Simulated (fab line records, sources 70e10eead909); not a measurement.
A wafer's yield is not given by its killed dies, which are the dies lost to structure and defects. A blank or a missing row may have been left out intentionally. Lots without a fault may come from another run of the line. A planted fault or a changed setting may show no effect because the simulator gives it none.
Matching of chambers	flow nand-harc	NHARC_A_WL_FILL_CMP_12 on cmp-02: 4 sister chambers
The step polishes, t overpolish 30 s, target thk 75 nm. 8 wafers are shown with their chamber, then 11 later ones without.

EACH WAFER AND ITS CHAMBER
wafer	chamber	motor-current-A (A)	time-to-endpoint-s (s)
L077.1	3	13.9	15.7
L080.1	2	9.9	15.8
L080.6	2	9.9	13.4
L084.5	1	12.2	12.0
L085.1	3	14.3	15.1
L085.4	0	11.6	19.5
L085.6	0	11.6	17.7
L083.1	1	13.1	12.6

WAFERS WHOSE CHAMBER IS MISSING
wafer	motor-current-A (A)	time-to-endpoint-s (s)
L083.3	9.7	15.4
L083.6	9.6	15.6
L088.2	11.6	16.8
L088.3	13.2	15.1
L088.6	13.5	14.5
L087.1	12.8	10.5
L087.3	11.4	14.6
L087.4	9.1	12.8
L095.1	11.7	19.9
L095.2	14.4	14.2
L095.4	9.3	19.8

THE CHAMBER EACH PASSED THROUGH
wafer	from the rows above	in truth
L083.3	2	2
L083.6	2	2
L088.2	0	0
L088.3	can't be placed: 3 or 1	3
L088.6	can't be placed: 3 or 1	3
L087.1	1	1
L087.3	can't be placed: 0 or 1 or 2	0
L087.4	2	2
L095.1	0	0
L095.2	3	3
L095.4	can't be placed: 2 or 0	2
Placed correctly: 7 of 11. Can't be placed from these rows: 4 (the true chamber is among the candidates in 4). Placed wrongly: 0.
How it was worked out, from the rows above alone: a wafer's distance from a chamber is the root of the sum, over the readings, of the square of ((its reading less the chamber's mean) divided by the reading's scatter). If the next closest chamber is less than 2 further off than the closest, the wafer can't be placed; otherwise it belongs to the closest. A chamber's mean is the mean of its shown wafers. The scatter: the root of (the sum of the squares of (reading less its chamber's mean) over the shown wafers, divided by (wafers less chambers)).
